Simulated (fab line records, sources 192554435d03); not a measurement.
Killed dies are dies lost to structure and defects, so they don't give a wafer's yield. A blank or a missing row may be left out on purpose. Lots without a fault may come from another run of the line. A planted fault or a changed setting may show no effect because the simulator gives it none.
Which tool did it? | flow n5_finfet | 24 lots, 72 wafers sampled, at 6 steps of a route of 1938

WHAT THE GAUGES READ, wafer by wafer
N5_BEOL_M4_CD_MEAS_28: target cd 26.2 nm, target cd y 24.1 nm. Usual: cd_nm 26.18 nm, standard deviation 0.21.
lot  | measured     | on        | cd_nm (nm)        | flag
L074 | day 7 17:43  | cd_sem-01 | 26.29 26.16 26.06 |
L075 | day 7 21:36  | cd_sem-02 | 26.35 26.42 26.44 |
L076 | day 7 22:36  | cd_sem-01 | 25.87 26.03 26.13 |
L077 | day 8 11:08  | cd_sem-01 | 26.26 26.16 26.06 |
L078 | day 8 13:37  | cd_sem-03 | 25.96 26.09 26.38 |
L080 | day 9 01:01  | cd_sem-01 | 25.98 26.28 26.46 |
L079 | day 9 01:23  | cd_sem-03 | 26.03 25.93 25.82 |
L081 | day 9 11:42  | cd_sem-02 | 26.45 26.05 25.96 |
L082 | day 9 13:38  | cd_sem-01 | 26.37 26.50 26.39 |
L084 | day 9 17:08  | cd_sem-03 | 26.46 26.39 26.22 |
L083 | day 9 18:28  | cd_sem-01 | 26.41 26.19 26.06 |
L085 | day 10 03:13 | cd_sem-01 | 26.34 26.17 26.28 |
L086 | day 10 13:49 | cd_sem-02 | 25.83 25.94 25.78 |
L088 | day 10 23:01 | cd_sem-03 | 26.13 26.60 26.19 |
L087 | day 11 06:19 | cd_sem-03 | 25.74 25.78 26.21 |
L089 | day 11 12:17 | cd_sem-01 | 26.41 26.09 26.14 |
L090 | day 11 12:23 | cd_sem-01 | 26.03 25.96 26.26 |
L092 | day 11 15:41 | cd_sem-02 | 25.95 26.33 26.37 |
L091 | day 11 16:24 | cd_sem-02 | 26.37 26.23 26.02 |
L093 | day 12 02:55 | cd_sem-02 | 26.30 26.35 26.18 |
L094 | day 12 04:30 | cd_sem-01 | 26.76 26.30 26.16 |
L095 | day 13 04:20 | cd_sem-03 | 26.15 26.58 26.51 |
L096 | day 13 04:30 | cd_sem-03 | 25.91 26.20 26.10 |
L097 | day 13 10:36 | cd_sem-03 | 25.99 26.13 25.82 |

N5_BEOL_M4_OVL_MEAS_29. Usual: V3_OVL 0.5 nm, standard deviation 0.69.
lot  | measured     | on         | V3_OVL (nm)   | flag
L074 | day 7 17:46  | overlay-02 | -0.3 -0.5 0.8 |
L075 | day 7 21:38  | overlay-02 | 0.4 0.9 0.6   |
L076 | day 7 22:38  | overlay-01 | 1.5 1.5 2.4   |
L077 | day 8 11:11  | overlay-02 | 0.2 0.8 -0.4  |
L078 | day 8 13:40  | overlay-02 | 0.8 0.9 0.8   |
L080 | day 9 01:03  | overlay-02 | 0.7 1.1 0.8   |
L079 | day 9 01:25  | overlay-02 | 0.2 -0.3 -0.2 |
L081 | day 9 11:44  | overlay-02 | 1.2 1.5 1.3   |
L082 | day 9 13:40  | overlay-02 | 1.3 1.2 1.1   |
L084 | day 9 17:10  | overlay-02 | 0.2 -0.8 -0.5 |
L083 | day 9 18:30  | overlay-01 | 0.5 0.7 -0.3  |
L085 | day 10 03:14 | overlay-01 | 1.0 0.4 1.2   |
L086 | day 10 13:52 | overlay-02 | 0.6 1.1 1.0   |
L088 | day 10 23:02 | overlay-01 | 0.1 -0.1 0.2  |
L087 | day 11 06:21 | overlay-01 | -0.3 0.0 -1.1 |
L089 | day 11 12:19 | overlay-01 | 0.3 0.4 0.2   |
L090 | day 11 12:25 | overlay-02 | -0.1 0.2 -0.5 |
L092 | day 11 15:43 | overlay-02 | 0.6 1.0 0.3   |
L091 | day 11 16:26 | overlay-01 | -0.3 0.2 -0.9 |
L093 | day 12 02:57 | overlay-02 | 0.2 0.5 0.0   |
L094 | day 12 04:32 | overlay-02 | 1.7 1.6 0.9   |
L095 | day 13 04:22 | overlay-01 | 0.6 -0.1 0.0  |
L096 | day 13 04:32 | overlay-01 | 1.2 2.0 0.4   |
L097 | day 13 10:38 | overlay-02 | -0.2 -0.1 1.3 |

N5_BEOL_M4_INSPECT_59: inspects for defects (darkfield). Usual: raw_defect_count 75, standard deviation 23.
lot  | measured     | on                | raw_defect_count | flag
L074 | day 7 23:57  | defect_inspect-02 | 77 70 69         |
L075 | day 8 02:38  | defect_inspect-01 | 73 55 66         |
L076 | day 8 07:09  | defect_inspect-02 | 69 91 50         |
L077 | day 8 17:52  | defect_inspect-02 | 70 68 70         |
L078 | day 8 23:52  | defect_inspect-01 | 110 74 113       |
L080 | day 9 07:04  | defect_inspect-02 | 92 66 81         |
L079 | day 9 09:36  | defect_inspect-01 | 91 78 70         |
L081 | day 9 17:21  | defect_inspect-01 | 32 47 64         |
L082 | day 9 20:16  | defect_inspect-02 | 86 60 50         |
L084 | day 10 02:34 | defect_inspect-02 | 39 72 51         |
L083 | day 10 08:55 | defect_inspect-02 | 33 59 49         |
L085 | day 10 12:44 | defect_inspect-02 | 66 45 71         |
L086 | day 10 23:34 | defect_inspect-01 | 78 88 49         |
L088 | day 11 17:53 | defect_inspect-01 | 64 61 55         |
L087 | day 11 15:09 | defect_inspect-02 | 63 44 49         |
L089 | day 11 20:10 | defect_inspect-01 | 79 102 69        |
L090 | day 11 21:01 | defect_inspect-01 | 58 36 46         |
L092 | day 11 22:13 | defect_inspect-01 | 51 56 93         |
L091 | day 12 02:35 | defect_inspect-02 | 55 86 101        |
L093 | day 12 19:10 | defect_inspect-01 | 94 95 69         |
L094 | day 12 22:23 | defect_inspect-02 | 61 54 96         |
L095 | day 13 15:03 | defect_inspect-01 | 89 129 77        |
L096 | day 13 12:07 | defect_inspect-02 | 114 102 178      |
L097 | day 13 17:55 | defect_inspect-01 | 92 102 87        |

WHICH TOOL RAN EACH LOT (tool, then ch and the chambers of the sampled wafers, then the start)
lot  | N5_BEOL_M4_VIA_ETCH_34             | N5_BEOL_M4_ANNEAL_91         | N5_BEOL_M4_DEP_57
L074 | rie_diel-03 ch 0,1,2, day 7 19:58  | pvd_sputter-03, day 7 22:13  | pecvd-03 ch 0,2, day 7 23:52
L075 | rie_diel-06 ch 0,1,2, day 7 22:24  | pvd_sputter-01, day 8 00:59  | pecvd-01 ch 0,1,2, day 8 02:32
L076 | rie_diel-06 ch 2,3, day 8 03:11    | pvd_sputter-01, day 8 05:26  | pecvd-01 ch 0,1,2, day 8 07:03
L077 | rie_diel-06 ch 0,1, day 8 13:37    | pvd_sputter-02, day 8 15:56  | pecvd-01 ch 0,1, day 8 17:46
L078 | rie_diel-03 ch 0,3, day 8 19:26    | pvd_sputter-02, day 8 22:06  | pecvd-02 ch 0,1,2, day 8 23:47
L080 | rie_diel-03 ch 0,1,3, day 9 02:36  | pvd_sputter-01, day 9 05:20  | pecvd-02 ch 0,1,2, day 9 06:58
L079 | rie_diel-03 ch 1,3, day 9 05:15    | pvd_sputter-01, day 9 07:57  | pecvd-03 ch 0,1, day 9 09:31
L081 | rie_diel-04 ch 2,3, day 9 12:59    | pvd_sputter-02, day 9 15:41  | pecvd-02 ch 0,1,2, day 9 17:16
L082 | rie_diel-04 ch 1,2, day 9 15:40    | pvd_sputter-02, day 9 18:19  | pecvd-01 ch 0,1,2, day 9 20:10
L084 | rie_diel-03 ch 0,2, day 9 22:31    | pvd_sputter-01, day 10 00:55 | pecvd-02 ch 0,1,2, day 10 02:29
L083 | rie_diel-04 ch 0,2, day 10 03:03   | pvd_sputter-02, day 10 07:14 | pecvd-03 ch 0,1, day 10 08:49
L085 | rie_diel-03 ch 2,3, day 10 08:31   | pvd_sputter-02, day 10 10:56 | pecvd-01 ch 0,1,2, day 10 12:39
L086 | rie_diel-03 ch 0,1,2, day 10 18:50 | pvd_sputter-01, day 10 21:48 | pecvd-01 ch 0, day 10 23:27
L088 | rie_diel-06 ch 0,1,3, day 11 13:46 | pvd_sputter-01, day 11 16:13 | pecvd-02 ch 1,2, day 11 17:47
L087 | rie_diel-03 ch 0,1,3, day 11 10:26 | pvd_sputter-03, day 11 13:28 | pecvd-02 ch 1,2, day 11 15:02
L089 | rie_diel-03 ch 0,1,3, day 11 13:58 | pvd_sputter-01, day 11 18:03 | pecvd-03 ch 0,1, day 11 20:05
L090 | rie_diel-04 ch 0,1, day 11 16:37   | pvd_sputter-03, day 11 19:22 | pecvd-02 ch 1,2, day 11 20:56
L092 | rie_diel-03 ch 1,2,3, day 11 17:46 | pvd_sputter-01, day 11 20:34 | pecvd-03 ch 0,1,2, day 11 22:08
L091 | rie_diel-04 ch 1,2,3, day 11 21:47 | pvd_sputter-03, day 12 00:55 | pecvd-03 ch 0,2, day 12 02:29
L093 | rie_diel-03 ch 0,3, day 12 15:19   | pvd_sputter-01, day 12 17:31 | pecvd-02 ch 1,2, day 12 19:04
L094 | rie_diel-04 ch 0,3, day 12 18:00   | pvd_sputter-01, day 12 20:26 | pecvd-02 ch 1,2, day 12 22:18
L095 | rie_diel-03 ch 0,1,3, day 13 10:59 | pvd_sputter-03, day 13 13:23 | pecvd-01 ch 0,1, day 13 14:58
L096 | rie_diel-04 ch 0,1,3, day 13 07:44 | pvd_sputter-01, day 13 10:28 | pecvd-02 ch 0,2, day 13 12:01
L097 | rie_diel-03 ch 0,1,3, day 13 13:44 | pvd_sputter-03, day 13 16:16 | pecvd-03 ch 0,2, day 13 17:49
- N5_BEOL_M4_VIA_ETCH_34: etches the open film in C4F6/O2, target depth 69.4 nm, time 65.9 s.
- N5_BEOL_M4_ANNEAL_91: time 240 s.
- N5_BEOL_M4_DEP_57: deposits SiCN from 3MS/NH3, target thk 8 nm, time 14 s.

WHAT THE TOOLS THEMSELVES READ (means of the sampled wafers that have a number; where no wafer has one, the mark that the record gives instead)
N5_BEOL_M4_VIA_ETCH_34. Usual: drypump_motor_current_A 5.5 A, standard deviation 0.31; oes_product_au 0.84 a.u., standard deviation 0.071; rf_vpp_V 666 V, standard deviation 7.6; showerhead_plenum_p_Torr 2.87 Torr, standard deviation 0.086; throttle_valve_pct 30.74 %, standard deviation 0.28.
lot  | tool        | drypump_motor_current_A (A) | oes_product_au (a.u.) | rf_vpp_V (V) | showerhead_plenum_p_Torr (Torr) | throttle_valve_pct (%) | flag
L074 | rie_diel-03 | 5.5                         | 0.83                  | 670          | 2.87                            | 30.67                  |
L075 | rie_diel-06 | 5.3                         | 0.77                  | 659          | 2.78                            | 30.86                  |
L076 | rie_diel-06 | 5.5                         | 0.79                  | 666          | 2.82                            | 31.03                  |
L077 | rie_diel-06 | 5.4                         | 0.75                  | 658          | 2.76                            | 30.84                  |
L078 | rie_diel-03 | 5.3                         | 0.91                  | 661          | 2.82                            | 30.88                  |
L080 | rie_diel-03 | 5.4                         | 0.84                  | 667          | 2.83                            | 30.89                  |
L079 | rie_diel-03 | 5.6                         | 0.78                  | 672          | 2.84                            | 30.88                  |
L081 | rie_diel-04 | 5.5                         | 0.87                  | 664          | 2.89                            | 30.25                  |
L082 | rie_diel-04 | 5.7                         | 0.91                  | 666          | 2.90                            | 30.55                  |
L084 | rie_diel-03 | 5.5                         | 0.86                  | 673          | 2.94                            | 30.57                  |
L083 | rie_diel-04 | 5.5                         | 0.82                  | 666          | 2.95                            | 30.79                  |
L085 | rie_diel-03 | 5.7                         | 0.91                  | 675          | 2.94                            | 30.87                  |
L086 | rie_diel-03 | 5.4                         | 0.87                  | 669          | 2.86                            | 30.61                  |
L088 | rie_diel-06 | 5.8                         | 0.72                  | 662          | 2.82                            | 30.83                  |
L087 | rie_diel-03 | 5.4                         | 0.89                  | 667          | 2.82                            | 30.81                  |
L089 | rie_diel-03 | 5.4                         | 0.88                  | 666          | 2.82                            | 30.82                  |
L090 | rie_diel-04 | 5.5                         | 0.82                  | 666          | 2.95                            | 30.93                  |
L092 | rie_diel-03 | 5.7                         | 0.88                  | 674          | 2.90                            | 30.69                  |
L091 | rie_diel-04 | 5.6                         | 0.85                  | 666          | 2.89                            | 30.43                  |
L093 | rie_diel-03 | 5.5                         | 0.87                  | 666          | 2.85                            | 31.00                  |
L094 | rie_diel-04 | 5.4                         | 0.80                  | 664          | 2.94                            | 30.78                  |
L095 | rie_diel-03 | 5.4                         | 0.85                  | 666          | 2.81                            | 30.82                  |
L096 | rie_diel-04 | 5.6                         | 0.83                  | 666          | 2.91                            | 30.68                  |
L097 | rie_diel-03 | 5.4                         | 0.87                  | 666          | 2.81                            | 30.83                  |

N5_BEOL_M4_ANNEAL_91. Usual: heater_power_w 828 W, standard deviation 88.
lot  | tool           | heater_power_w (W) | flag
L074 | pvd_sputter-03 | 757                |
L075 | pvd_sputter-01 | 831                |
L076 | pvd_sputter-01 | 740                |
L077 | pvd_sputter-02 | 858                |
L078 | pvd_sputter-02 | 903                |
L080 | pvd_sputter-01 | 788                |
L079 | pvd_sputter-01 | 808                |
L081 | pvd_sputter-02 | 1011               |
L082 | pvd_sputter-02 | 923                |
L084 | pvd_sputter-01 | 864                |
L083 | pvd_sputter-02 | 946                |
L085 | pvd_sputter-02 | 935                |
L086 | pvd_sputter-01 | 817                |
L088 | pvd_sputter-01 | 863                |
L087 | pvd_sputter-03 | 825                |
L089 | pvd_sputter-01 | 835                |
L090 | pvd_sputter-03 | 786                |
L092 | pvd_sputter-01 | 816                |
L091 | pvd_sputter-03 | 819                |
L093 | pvd_sputter-01 | 722                |
L094 | pvd_sputter-01 | 780                |
L095 | pvd_sputter-03 | 845                |
L096 | pvd_sputter-01 | 808                |
L097 | pvd_sputter-03 | 811                |

N5_BEOL_M4_DEP_57. Usual: showerhead_plenum_p_Torr 3.657 Torr, standard deviation 0.01; throttle_valve_pct 9.1 %, standard deviation 0.6.
lot  | tool     | showerhead_plenum_p_Torr (Torr) | throttle_valve_pct (%) | flag
L074 | pecvd-03 | 3.655                           | 9.0                    |
L075 | pecvd-01 | 3.661                           | 8.8                    |
L076 | pecvd-01 | 3.656                           | 8.9                    |
L077 | pecvd-01 | 3.650                           | 9.0                    |
L078 | pecvd-02 | 3.670                           | 9.0                    |
L080 | pecvd-02 | 3.668                           | 9.0                    |
L079 | pecvd-03 | 3.657                           | 10.0                   |
L081 | pecvd-02 | 3.663                           | 9.2                    |
L082 | pecvd-01 | 3.653                           | 8.9                    |
L084 | pecvd-02 | 3.663                           | 9.1                    |
L083 | pecvd-03 | 3.651                           | 9.9                    |
L085 | pecvd-01 | 3.653                           | 8.8                    |
L086 | pecvd-01 | 3.649                           | 9.7                    |
L088 | pecvd-02 | 3.658                           | 9.1                    |
L087 | pecvd-02 | 3.671                           | 9.0                    |
L089 | pecvd-03 | 3.651                           | 9.9                    |
L090 | pecvd-02 | 3.662                           | 9.2                    |
L092 | pecvd-03 | 3.652                           | 9.2                    |
L091 | pecvd-03 | 3.649                           | 8.6                    |
L093 | pecvd-02 | 3.663                           | 9.1                    |
L094 | pecvd-02 | 3.666                           | 9.1                    |
L095 | pecvd-01 | 3.644                           | 9.0                    |
L096 | pecvd-02 | 3.666                           | 9.2                    |
L097 | pecvd-03 | 3.646                           | 9.3                    |

THE ANSWER, worked out from the rows above alone
Rule: a lot is off if the mean of its wafers that have a number lies more than 3 standard deviations from the usual mean. A lot without any number at a reading at which 4 lots or more have one is off too. The other lots that the step has rows for count as sound. The gauges are gone through in route order, then the tools' own readings, and for those a lot's mean is taken as printed above. The first step at which some lot is off is used, and at that step the reading that is off furthest; a lot without a number counts as furthest.
No lot is off at any reading shown: from this, nothing can be told.

WHAT THE SIMULATOR HAD PUT IN
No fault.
